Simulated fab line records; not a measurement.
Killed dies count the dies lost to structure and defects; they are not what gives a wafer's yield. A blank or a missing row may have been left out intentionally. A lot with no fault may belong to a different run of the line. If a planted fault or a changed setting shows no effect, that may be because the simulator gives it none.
fab line records	flow n5_finfet	part 1 of 2: steps 1 to 22 of 34
[record] lots = 5	wafers = 15	last_day = 18
route steps=1938 shown SPACER0@259 SD_EPI_N@262
lots that met no fault: from a run of the same line without faults
start_h: hours from the record's opening day to when the first of the lot's shown wafers began	wait_h: how many hours have passed since the lot's step before this one	" as in the row above	L1.1+2: several wafers, shown together as one row	- no value, or no start given	* or withheld: withheld	< > ~ a bound
route shown NAME@n: a module of which the file shows steps, and the number in the route of the first	usual: average and standard deviation across the fault-free wafers	same: alike in all rows	chamber/n: place in a boat	sites: readings site by site	_std_site: how widely they spread, as a standard deviation	_edge_site: mean of outer sites minus mean of inner sites	radius_mm: how far each site lies from the wafer's centre	mask NAME#n: copy n	behind: the last tool/chamber to shape the wafer	hold: what put the lot on hold/how long, in hours/how the hold closed	device: names the non-switching transistor (n, p or np)	end of line: at the end of the route, the tests of the same wafers	a step without rows: its recipe alone	killed: not the wafer's yield, but the dies lost to structure and defects at the first sort	map: per-die view of a wafer (x killed, . not killed, _ where there is no die)
set.NAME: the setting as run; set.NAME@STEP: as run at that earlier step	model.NAME: the simulator's own value behind a step, which no gauge read
certain route steps with their lots: each step a table, each wafer a row
services: a tool's chamber out of use, with start hour (start_h, from the record's first day; less than 0 if before it), hours out, and reason
[[steps]]
[step N5_SPACER0_ALD_00]
[recipe] material = SiOCN	target_thk_a = 35	temp_c = 400	ald_precursor_family = alkyl-aminosilane	ald_co_reactant = O2/N2-plasma	pulse_time_s = 3	purge_time_s = 2	co_reactant_purge_time_s = 2	ald_cycles = 58	pressure_torr = 2
[usual] heater_power_w = 869/75	precursor_pulse_height_rel = 1.002/0.019
lot.wafer	tool	chamber	start_h	wait_h	heater_power_w	precursor_pulse_height_rel
L084.2	ald_sin-01	2	110.07	0.1	974	1.026
L084.4	"	3	"	"	841	0.988
L084.5	"	1	"	"	796	1.011
L085.2	ald_sin-04	0	116.73	0.1	776	0.978
L085.4	"	2	"	"	955	0.983
L085.5	"	0	"	"	761	0.966
L090.1	ald_sin-01	2	145.01	0.1	980	1.001
L090.3	"	0	"	"	830	0.987
L090.5	"	2	"	"	990	1.003
L091.2	ald_sin-01	3	151.26	0.1	808	0.946
L091.3	"	0	"	"	852	0.976
L091.4	"	3	"	"	828	1.019
L096.1	ald_sin-01	0	180.29	0.1	842	1.024
L096.3	"	1	"	"	790	0.968
L096.5	"	2	"	"	952	0.972
[step N5_SPACER0_ALD_08]
[recipe] material = SiNx	target_thk_a = 20	temp_c = 400	ald_precursor_family = SiH2I2	ald_co_reactant = N2/H2-plasma	pressure_torr = 2
[usual] heater_power_w = 867/74
lot.wafer	tool	chamber	start_h	wait_h	heater_power_w
L084.2	ald_sin-01	2	110.33	0.1	972
L084.4	"	3	"	"	836
L084.5	"	1	"	"	783
L085.2	ald_sin-04	0	116.99	0.1	758
L085.4	"	2	"	"	929
L085.5	"	0	"	"	778
L090.1	ald_sin-01	2	145.27	0.1	984
L090.3	"	0	"	"	854
L090.5	"	2	"	"	1007
L091.2	ald_sin-01	3	151.52	0.1	833
L091.3	"	0	"	"	835
L091.4	"	3	"	"	831
L096.1	ald_sin-01	0	180.55	0.1	837
L096.3	"	1	"	"	788
L096.5	"	2	"	"	979
[step N5_SPACER0_INSPECT_04]
[recipe] inspect_instrument = darkfield	mode = post_dep
[usual] raw_defect_count = 119/31
lot.wafer	tool	chamber	start_h	wait_h	raw_defect_count
L084.2	defect_inspect-02	-	110.49	0.1	151
L084.4	"	-	"	"	129
L084.5	"	-	"	"	128
L085.2	defect_inspect-02	-	117.14	0.1	111
L085.4	"	-	"	"	60
L085.5	"	-	"	"	107
L090.1	defect_inspect-02	-	145.43	0.1	140
L090.3	"	-	"	"	104
L090.5	"	-	"	"	110
L091.2	defect_inspect-02	-	151.68	0.1	120
L091.3	"	-	"	"	110
L091.4	"	-	"	"	99
L096.1	defect_inspect-02	-	180.70	0.1	86
L096.3	"	-	"	"	112
L096.5	"	-	"	"	139
[step N5_SD_EPI_N_COAT_32]
[recipe] resist = SOC	temp_c = 250	time_s = 60	spin_rpm = 1500	resist_thk_nm = 350
lot.wafer	tool	chamber	start_h	wait_h
L084.2+4+5	litho_track-01	0	110.52	0.0
L085.2+4+5	litho_track-01	0	117.18	0.0
L090.1+3+5	litho_track-01	0	145.46	0.0
L091.2+3+4	litho_track-03	0	151.71	0.0
L096.1+3+5	litho_track-02	0	180.74	0.0
[step N5_SD_EPI_N_COAT_33]
[recipe] resist = SiARC	temp_c = 220	time_s = 60	spin_rpm = 1500	resist_thk_nm = 35
lot.wafer	tool	chamber	start_h	wait_h
L084.2+4+5	litho_track-01	0	-	-
L085.2+4+5	litho_track-01	0	-	-
L090.1+3+5	litho_track-01	0	-	-
L091.2+3+4	litho_track-03	0	-	-
L096.1+3+5	litho_track-02	0	-	-
[step N5_SD_EPI_N_COAT_03]
[recipe] resist = CAR-ArF-block	spin_rpm = 1500	resist_thk_nm = 150
lot.wafer	tool	chamber	start_h	wait_h
L084.2+4+5	litho_track-01	0	-	-
L085.2+4+5	litho_track-01	0	-	-
L090.1+3+5	litho_track-01	0	-	-
L091.2+3+4	litho_track-03	0	-	-
L096.1+3+5	litho_track-02	0	-	-
[step N5_SD_EPI_N_EBR_05]
[recipe] solvent = PGMEA	ebr_width_mm = 1.5
[same] ebr_width_mm = 1.5
lot.wafer	tool	chamber	start_h	wait_h
L084.2+4+5	litho_track-01	0	-	-
L085.2+4+5	litho_track-01	0	-	-
L090.1+3+5	litho_track-01	0	-	-
L091.2+3+4	litho_track-03	0	-	-
L096.1+3+5	litho_track-02	0	-	-
[step N5_SD_EPI_N_SOFTBAKE_04]
[recipe] temp_c = 110	time_s = 60	resist = CAR-ArF-block
lot.wafer	tool	chamber	start_h	wait_h
L084.2+4+5	litho_track-01	0	-	-
L085.2+4+5	litho_track-01	0	-	-
L090.1+3+5	litho_track-01	0	-	-
L091.2+3+4	litho_track-03	0	-	-
L096.1+3+5	litho_track-02	0	-	-
[step N5_SD_EPI_N_EXPOSE_06]
[recipe] mask_id = SD_N_BLK	na = 1.35	source_shape = conventional	sigma_outer = 0.8	polarization = unpolarized	target_cd_nm = 120	dose_mj = 39.75
lot.wafer	tool	chamber	start_h	wait_h	mask
L084.2+4+5	arfi_scanner-02	0	110.77	-	SD_N_BLK#0
L085.2+4+5	arfi_scanner-03	0	117.42	-	SD_N_BLK#0
L090.1+3+5	arfi_scanner-02	0	145.70	-	SD_N_BLK#0
L091.2+3+4	arfi_scanner-02	0	151.83	-	SD_N_BLK#0
L096.1+3+5	arfi_scanner-01	0	180.98	-	SD_N_BLK#0
[step N5_SD_EPI_N_PEB_07]
[recipe] peb_temp_c = 110	peb_time_s = 60	resist = CAR-ArF-block
lot.wafer	tool	chamber	start_h	wait_h
L084.2+4+5	litho_track-01	0	110.82	0.0
L085.2+4+5	litho_track-02	0	117.48	0.0
L090.1+3+5	litho_track-02	0	145.76	0.1
L091.2+3+4	litho_track-01	0	151.89	0.0
L096.1+3+5	litho_track-02	0	181.04	0.1
[step N5_SD_EPI_N_DEVELOP_08]
[recipe] develop_time_s = 30	developer = TMAH	resist = CAR-ArF-block	dev_temp_c = 23	rinse_liquid = diw	dry = air_spin
lot.wafer	tool	chamber	start_h	wait_h
L084.2+4+5	litho_track-01	0	-	-
L085.2+4+5	litho_track-02	0	-	-
L090.1+3+5	litho_track-02	0	-	-
L091.2+3+4	litho_track-01	0	-	-
L096.1+3+5	litho_track-02	0	-	-
[step N5_SD_EPI_N_CD_MEAS_09]
[recipe] target_cd_nm = 120	landing_energy_ev = 500	detector = se_inlens
[usual] cd_nm = 120.0/0.67
[same] landing_energy_ev = 500
lot.wafer	tool	chamber	start_h	wait_h	cd_nm
L084.2	cd_sem-03	0	110.89	-	120.0
L084.4	"	0	"	"	120.5
L084.5	"	0	"	"	119.6
L085.2	cd_sem-01	0	117.54	-	119.8
L085.4	"	0	"	"	119.0
L085.5	"	0	"	"	119.7
L090.1	cd_sem-03	0	145.83	-	120.9
L090.3	"	0	"	"	119.8
L090.5	"	0	"	"	119.3
L091.2	cd_sem-01	0	151.95	-	120.3
L091.3	"	0	"	"	119.5
L091.4	"	0	"	"	119.8
L096.1	cd_sem-02	0	181.10	-	118.5
L096.3	"	0	"	"	119.2
L096.5	"	0	"	"	119.4
[step N5_SD_EPI_N_OVL_MEAS_10]
[recipe] points_per_wafer = 44
[usual] SD_N_BLK_OVL = 0.2/0.81
lot.wafer	tool	chamber	start_h	wait_h	SD_N_BLK_OVL[nm]
L084.2	overlay-02	0	110.92	0.0	0.5
L084.4	"	0	"	"	0.1
L084.5	"	0	"	"	-0.2
L085.2	overlay-02	0	117.57	0.0	1.0
L085.4	"	0	"	"	1.3
L085.5	"	0	"	"	0.8
L090.1	overlay-02	0	145.86	0.0	-1.0
L090.3	"	0	"	"	-0.2
L090.5	"	0	"	"	-1.1
L091.2	overlay-01	0	151.98	0.0	0.1
L091.3	"	0	"	"	0.8
L091.4	"	0	"	"	-1.6
L096.1	overlay-02	0	181.13	0.0	1.3
L096.3	"	0	"	"	-0.2
L096.5	"	0	"	"	0.4
[step N5_SD_EPI_N_INSPECT_11]
[recipe] mode = adi	inspect_instrument = macro
[usual] raw_defect_count = 1.9/1.2
lot.wafer	tool	chamber	start_h	wait_h	raw_defect_count
L084.2	defect_inspect-02	-	110.94	0.0	3
L084.4	"	-	"	"	1
L084.5	"	-	"	"	1
L085.2	defect_inspect-02	-	117.60	0.0	1
L085.4	"	-	"	"	2
L085.5	"	-	"	"	1
L090.1	defect_inspect-01	-	145.88	0.0	4
L090.3	"	-	"	"	3
L090.5	"	-	"	"	1
L091.2	defect_inspect-02	-	152.01	0.0	2
L091.3	"	-	"	"	3
L091.4	"	-	"	"	1
L096.1	defect_inspect-01	-	181.16	0.0	1
L096.3	"	-	"	"	1
L096.5	"	-	"	"	3
[step N5_SD_EPI_N_DESCUM_14]
[recipe] chemistry = O2	time_s = 7.9	source_power_w = 50	bias_power_w = 20	pressure_mtorr = 20	rf_frequency_hz = 2.712e+07	temp_c = 40	resist = CAR-ArF-block	o2_flow_sccm = 225
[usual] drypump_motor_current_A = 5.9/0.5	oes_product_au = 0.77/0.084	rf_vpp_V = 243.5/1.4	showerhead_plenum_p_Torr = 2.11/0.079	throttle_valve_pct = 20.34/0.29
lot.wafer	tool	chamber	start_h	wait_h	drypump_motor_current_A	oes_product_au	rf_hours_counter_h	rf_vpp_V	showerhead_plenum_p_Torr	throttle_valve_pct
L084.2	rie_diel-05	0	110.97	0.0	5.6	0.69	219	244.0	2.17	20.76
L084.4	"	3	"	"	6.2	0.73	-	241.2	2.00	20.45
L084.5	"	1	"	"	6.5	0.73	-	243.2	2.07	19.93
L085.2	rie_diel-02	0	117.63	0.0	6.3	0.72	185	245.3	2.16	20.04
L085.4	"	2	"	"	5.7	0.84	-	243.6	2.11	20.33
L085.5	"	3	"	"	6.0	0.96	-	246.4	2.25	20.55
L090.1	rie_diel-01	2	145.91	0.0	4.9	0.71	181	240.8	2.00	20.45
L090.3	"	0	"	"	6.8	0.75	155	242.2	2.09	20.50
L090.5	"	0	"	"	6.8	0.75	-	244.9	2.09	20.49
L091.2	rie_diel-01	0	152.04	0.0	6.8	0.75	157	243.5	2.09	20.50
L091.3	"	1	"	"	6.2	0.83	83	242.5	2.22	20.48
L091.4	"	2	"	"	4.9	0.72	183	241.8	2.00	20.44
L096.1	rie_diel-05	2	181.40	0.2	5.5	0.72	187	243.5	2.17	20.66
L096.3	"	0	"	"	5.6	0.68	243	244.1	2.16	20.78
L096.5	"	1	"	"	6.5	0.71	-	242.4	2.06	19.97
[step N5_SD_EPI_N_ETCH_34]
[recipe] chemistry = CF4	target = SiARC	target_depth_a = 455	mask_material = CAR-ArF-block	time_s = 75.8	ion_energy_ev = 80	pressure_mtorr = 40	source_w = 545	bias_w = 36	Ar_flow_sccm = 100	cf4_flow_sccm = 100	ends = cleared
[usual] drypump_motor_current_A = 5.9/0.5	etch_rf_on_time_s = 75.3/1.8	oes_product_au = 0.66/0.074	rf_vpp_V = 184.3/1.3	showerhead_plenum_p_Torr = 2.17/0.078	throttle_valve_pct = 15.55/0.23
lot.wafer	tool	chamber	start_h	wait_h	drypump_motor_current_A	etch_rf_on_time_s	oes_product_au	rf_hours_counter_h	rf_vpp_V	showerhead_plenum_p_Torr	throttle_valve_pct
L084.2	rie_diel-05	0	111.01	0.0	5.6	75.8	0.59	219	184.7	2.21	15.92
L084.4	"	3	"	"	6.2	70.9	0.63	-	181.4	2.04	15.58
L084.5	"	1	"	"	6.5	75.7	0.63	-	184.9	2.12	15.26
L085.2	rie_diel-02	0	117.67	0.0	6.2	75.2	0.63	185	185.2	2.22	15.38
L085.4	"	2	"	"	5.7	74.0	0.72	-	184.9	2.16	15.47
L085.5	"	3	"	"	6.0	74.3	0.82	-	184.5	2.29	15.61
L090.1	rie_diel-01	2	145.95	0.0	4.9	77.3	0.61	181	183.6	2.05	15.60
L090.3	"	0	"	"	6.8	76.8	0.63	155	182.9	2.15	15.70
L090.5	"	0	"	"	6.8	77.2	0.63	-	184.0	2.15	15.73
L091.2	rie_diel-01	0	152.08	0.0	6.8	78.3	0.63	157	184.3	2.15	15.72
L091.3	"	1	"	"	6.2	73.9	0.71	83	184.6	2.25	15.52
L091.4	"	2	"	"	4.9	76.7	0.62	183	184.0	2.05	15.59
L096.1	rie_diel-05	2	181.44	0.0	5.6	77.4	0.60	187	184.3	2.22	15.83
L096.3	"	0	"	"	5.6	75.6	0.58	243	184.4	2.20	15.97
L096.5	"	1	"	"	6.5	75.9	0.61	-	184.1	2.11	15.30
[step N5_SD_EPI_N_ETCH_35]
[recipe] chemistry = N2/H2	target = SOC	overetch_a = 1080	mask_material = SiARC	temp_c = 40	ion_energy_ev = 100	source_w = 3000	bias_w = 133	pressure_mtorr = 20	time_s = 486	n2_flow_sccm = 200	h2_flow_sccm = 200
[usual] drypump_motor_current_A = 6.0/0.5	oes_product_au = 0.69/0.072	rf_vpp_V = 241.1/1.4	showerhead_plenum_p_Torr = 2.56/0.094	throttle_valve_pct = 23.8/0.32
lot.wafer	tool	chamber	start_h	wait_h	drypump_motor_current_A	oes_product_au	rf_hours_counter_h	rf_vpp_V	showerhead_plenum_p_Torr	throttle_valve_pct
L084.2	rie_diel-05	0	111.07	0.0	5.6	0.62	219	241.5	2.60	23.9
L084.4	"	3	"	"	6.3	0.64	-	239.4	2.40	23.7
L084.5	"	1	"	"	6.5	0.65	-	239.8	2.54	23.4
L085.2	rie_diel-02	0	117.72	0.0	6.3	0.65	185	241.6	2.62	23.4
L085.4	"	2	"	"	5.6	0.75	-	240.8	2.59	24.2
L085.5	"	3	"	"	6.0	0.85	-	241.8	2.70	23.6
L090.1	rie_diel-01	2	146.00	0.0	4.9	0.65	181	240.3	2.43	24.0
L090.3	"	0	"	"	6.8	0.67	155	239.4	2.52	23.7
L090.5	"	0	"	"	6.8	0.68	-	242.4	2.52	23.7
L091.2	rie_diel-01	0	152.13	0.0	6.8	0.67	157	240.8	2.52	23.7
L091.3	"	1	"	"	6.2	0.74	83	243.4	2.68	24.1
L091.4	"	2	"	"	4.9	0.65	183	239.4	2.43	24.0
L096.1	rie_diel-05	2	181.49	0.0	5.6	0.64	187	241.6	2.63	24.2
L096.3	"	0	"	"	5.6	0.61	243	241.6	2.59	24.0
L096.5	"	1	"	"	6.5	0.64	-	241.7	2.53	23.4
[step N5_SD_EPI_N_STRIP_36]
[recipe] chemistry = N2/H2	temp_c = 40	n2_flow_sccm = 200	h2_flow_sccm = 200	rf_frequency_hz = 6e+07
lot.wafer	tool	chamber	start_h	wait_h
L084.2+4+5	rie_diel-05	0,3,1	111.38	0.2
L085.2+4+5	rie_diel-02	0,2,3	118.04	0.2
L090.1+3+5	rie_diel-01	2,0,0	146.32	0.2
L091.2+3+4	rie_diel-01	0,1,2	152.45	0.2
L096.1+3+5	rie_diel-05	2,0,1	181.81	0.2
[step N5_SD_EPI_N_ETCHBACK_44]
[recipe] chemistry = CH3F/O2	mode = anisotropic_etchback	target = SiNx	target_depth_a = 145	stop_on = SiO2	over_etch_frac = 0.3	ion_energy_ev = 120	pressure_mtorr = 30	source_w = 395	bias_w = 73	Ar_flow_sccm = 150	CH3F_flow_sccm = 30	O2_flow_sccm = 20
[usual] CH3F_flow_sccm = 30.00/0.09	drypump_motor_current_A = 5.9/0.5	oes_o_777_au = 0.77/0.083	oes_product_au = 0.66/0.068	rf_vpp_V = 298/5.7	showerhead_plenum_p_Torr = 2.02/0.076	throttle_valve_pct = 16.28/0.24
lot.wafer	tool	chamber	start_h	wait_h	CH3F_flow_sccm	drypump_motor_current_A	oes_o_777_au	oes_product_au	rf_hours_counter_h	rf_vpp_V	showerhead_plenum_p_Torr	throttle_valve_pct
L084.2	rie_diel-05	0	111.39	0.0	29.97	5.6	0.68	0.60	219	305	2.07	16.67
L084.4	"	3	"	"	29.92	6.2	0.75	0.62	-	288	1.90	16.32
L084.5	"	1	"	"	30.06	6.5	0.72	0.63	-	303	1.98	15.97
L085.2	rie_diel-02	0	118.05	0.0	30.23	6.3	0.72	0.62	185	302	2.07	16.05
L085.4	"	2	"	"	29.93	5.7	0.83	0.72	-	300	2.02	16.20
L085.5	"	3	"	"	30.13	6.0	0.97	0.81	-	294	2.14	16.35
L090.1	rie_diel-01	2	146.33	0.0	30.06	4.9	0.71	0.62	181	293	1.91	16.34
L090.3	"	0	"	"	30.12	6.8	0.73	0.64	155	304	2.01	16.50
L090.5	"	0	"	"	29.94	6.8	0.74	0.64	-	303	2.01	16.49
L091.2	rie_diel-01	0	152.46	0.0	29.90	6.8	0.73	0.65	157	302	2.01	16.49
L091.3	"	1	"	"	30.07	6.1	0.83	0.70	83	302	2.11	16.30
L091.4	"	2	"	"	30.11	4.9	0.71	0.61	183	294	1.91	16.34
L096.1	rie_diel-05	2	181.82	0.0	29.93	5.6	0.71	0.62	187	295	2.08	16.61
L096.3	"	0	"	"	30.05	5.6	0.67	0.58	243	306	2.06	16.71
L096.5	"	1	"	"	29.94	6.5	0.70	0.61	-	301	1.97	16.03
[step N5_SD_EPI_N_ETCH_45]
[recipe] chemistry = CH3F/O2	target = SiOCN	target_depth_a = 60	mask_material = SOC	ion_energy_ev = 60	bias_w = 29	pressure_mtorr = 15	source_w = 410	Ar_flow_sccm = 150	CH3F_flow_sccm = 30	O2_flow_sccm = 20
[usual] CH3F_flow_sccm = 30.00/0.081	drypump_motor_current_A = 5.9/0.5	oes_product_au = 0.77/0.085	rf_vpp_V = 127.6/1.1	showerhead_plenum_p_Torr = 2.02/0.076	throttle_valve_pct = 23.26/0.29
lot.wafer	tool	chamber	start_h	wait_h	CH3F_flow_sccm	drypump_motor_current_A	oes_product_au	rf_hours_counter_h	rf_vpp_V	showerhead_plenum_p_Torr	throttle_valve_pct
L084.2	rie_diel-05	0	111.49	0.1	30.00	5.6	0.70	220	128.3	2.07	23.65
L084.4	"	3	"	"	29.93	6.2	0.74	-	127.4	1.89	23.19
L084.5	"	1	"	"	29.99	6.5	0.73	-	126.0	1.97	22.83
L085.2	rie_diel-02	0	118.15	0.1	30.07	6.2	0.72	185	128.4	2.06	22.96
L085.4	"	2	"	"	30.13	5.6	0.84	-	126.8	2.01	23.20
L085.5	"	3	"	"	30.11	6.0	0.96	-	129.3	2.14	23.50
L090.1	rie_diel-01	2	146.43	0.1	29.92	4.9	0.71	181	125.9	1.90	23.33
L090.3	"	0	"	"	30.15	6.8	0.75	155	128.9	2.01	23.58
L090.5	"	0	"	"	30.02	6.8	0.74	-	125.1	2.01	23.57
L091.2	rie_diel-01	0	152.56	0.1	29.96	6.8	0.74	157	126.6	2.01	23.58
L091.3	"	1	"	"	30.14	6.2	0.84	83	127.5	2.11	23.36
L091.4	"	2	"	"	30.00	4.9	0.72	183	127.6	1.90	23.32
L096.1	rie_diel-05	2	181.92	0.1	29.97	5.6	0.71	187	129.4	2.08	23.66
L096.3	"	0	"	"	30.04	5.6	0.69	243	128.7	2.06	23.69
L096.5	"	1	"	"	29.93	6.5	0.71	-	127.7	1.97	22.86
[step N5_SD_EPI_N_ETCH_16]
[recipe] chemistry = CHF3/O2	target = SiO2	target_depth_a = 50	mask_material = SOC	pressure_mtorr = 30	source_w = 650	bias_w = 170	Ar_flow_sccm = 200	CHF3_flow_sccm = 50	O2_flow_sccm = 5	ion_energy_ev = 200
[usual] drypump_motor_current_A = 5.9/0.5	oes_o_777_au = 0.77/0.084	oes_product_au = 0.77/0.084	rf_vpp_V = 526/10	showerhead_plenum_p_Torr = 2.44/0.088	throttle_valve_pct = 18.83/0.25
lot.wafer	tool	chamber	start_h	wait_h	drypump_motor_current_A	oes_o_777_au	oes_product_au	rf_hours_counter_h	rf_vpp_V	showerhead_plenum_p_Torr	throttle_valve_pct
L084.2	rie_diel-05	0	111.59	0.1	5.6	0.69	0.69	220	537	2.49	19.21
L084.4	"	3	"	"	6.3	0.73	0.72	-	508	2.30	18.85
L084.5	"	1	"	"	6.5	0.71	0.72	-	533	2.39	18.50
L085.2	rie_diel-02	0	118.25	0.1	6.2	0.72	0.73	185	534	2.49	18.57
L085.4	"	2	"	"	5.7	0.82	0.85	-	530	2.43	18.77
L085.5	"	3	"	"	6.0	0.97	0.95	-	516	2.57	18.94
L090.1	rie_diel-01	2	146.53	0.1	4.9	0.72	0.73	181	517	2.30	18.88
L090.3	"	0	"	"	6.8	0.75	0.75	155	534	2.42	19.03
L090.5	"	0	"	"	6.8	0.75	0.75	-	534	2.42	19.01
L091.2	rie_diel-01	0	152.66	0.1	6.8	0.75	0.75	157	533	2.42	19.04
L091.3	"	1	"	"	6.1	0.83	0.84	83	533	2.54	18.90
L091.4	"	2	"	"	4.9	0.70	0.73	183	519	2.30	18.90
L096.1	rie_diel-05	2	182.02	0.1	5.5	0.71	0.71	187	520	2.51	19.18
L096.3	"	0	"	"	5.6	0.67	0.68	243	537	2.48	19.25
L096.5	"	1	"	"	6.5	0.69	0.71	-	533	2.38	18.52
[step N5_SD_EPI_N_STRIP_47]
[recipe] chemistry = CHF3/O2	resist = SiARC	rf_frequency_hz = 6e+07
lot.wafer	tool	chamber	start_h	wait_h
L084.2+4+5	rie_diel-05	0,3,1	111.63	0.0
L085.2+4+5	rie_diel-02	0,2,3	118.29	0.0
L090.1+3+5	rie_diel-01	2,0,0	146.57	0.0
L091.2+3+4	rie_diel-01	0,1,2	152.70	0.0
L096.1+3+5	rie_diel-05	2,0,1	182.06	0.0
